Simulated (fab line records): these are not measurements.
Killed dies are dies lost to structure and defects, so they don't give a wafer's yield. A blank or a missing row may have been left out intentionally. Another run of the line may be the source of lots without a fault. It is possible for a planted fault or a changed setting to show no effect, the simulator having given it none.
Matching of chambers ; flow n5Finfet ; N5_BEOL_M11_DEP_56 on pecvd-04: 3 sister chambers
The step deposits SiCN from 3MS/NH3, target thk 30 nm, time 10.5 s. 20 wafers are shown with their chamber, then 10 later ones without.

== WAFERS PAIRED WITH THEIR CHAMBERS ==
wafer;chamber;throttleValvePct (%);showerheadPlenumPTorr (Torr);rfFwdPowerW (W)
L077.2;2;16.9;4.140;672.3
L077.3;0;17.9;4.178;669.9
L077.5;2;16.9;4.137;668.7
L080.2;2;16.8;4.129;667.0
L080.3;1;18.8;4.157;669.2
L080.4;0;18.0;4.178;667.7
L082.1;0;18.0;4.181;668.4
L082.2;2;16.8;4.128;674.1
L082.3;1;18.9;4.170;669.6
L082.4;2;17.2;4.130;669.8
L082.5;1;19.0;4.165;670.7
L082.6;0;17.9;4.181;667.7
L084.1;0;18.0;4.176;669.0
L084.5;0;18.2;4.171;668.1
L084.6;2;16.8;4.123;667.6
L085.2;1;18.9;4.163;666.7
L085.3;0;18.2;4.171;669.6
L085.4;2;17.0;4.133;673.1
L089.1;2;16.9;4.125;671.0
L089.2;0;18.1;4.176;667.0

SIGNATURES, as means of the wafers listed above
reading;chamber 0;chamber 1;chamber 2;scatter within a chamber
throttleValvePct;18.038;18.900;16.913;0.121
showerheadPlenumPTorr;4.17650;4.16375;4.13063;0.00501
rfFwdPowerW;668.425;669.050;670.450;1.93
Rule: a wafer's distance from a chamber is the root of the sum, over the readings, of the square of ((its reading less the chamber's mean) divided by the reading's scatter). If the next closest chamber is less than 2 further off than the closest, the wafer can't be placed; otherwise it belongs to the closest. The scatter is the square root of a quotient: the sum, over the shown wafers, of each reading's squared deviation from its chamber's mean, divided by wafers minus chambers.

== WAFERS MISSING THEIR CHAMBER ==
wafer;throttleValvePct (%);showerheadPlenumPTorr (Torr);rfFwdPowerW (W)
L089.3;19.0;4.158;668.4
L094.2;16.6;4.133;670.3
L094.3;18.9;4.162;670.8
L094.4;17.9;4.188;663.7
L095.1;17.9;4.177;668.8
L095.3;18.8;4.160;668.0
L095.5;19.0;4.165;669.2
L097.2;19.1;4.151;673.1
L097.3;18.0;4.192;670.3
L097.5;17.9;4.179;670.2

== THE CHAMBER EACH PASSED THROUGH ==
wafer;from the rows above;in truth
L089.3;1;1
L094.2;2;2
L094.3;1;1
L094.4;0;0
L095.1;0;0
L095.3;1;1
L095.5;1;1
L097.2;1;1
L097.3;0;0
L097.5;0;0
Placed correctly: 10 of 10. Not placeable from these rows: 0. Placed wrongly: 0.
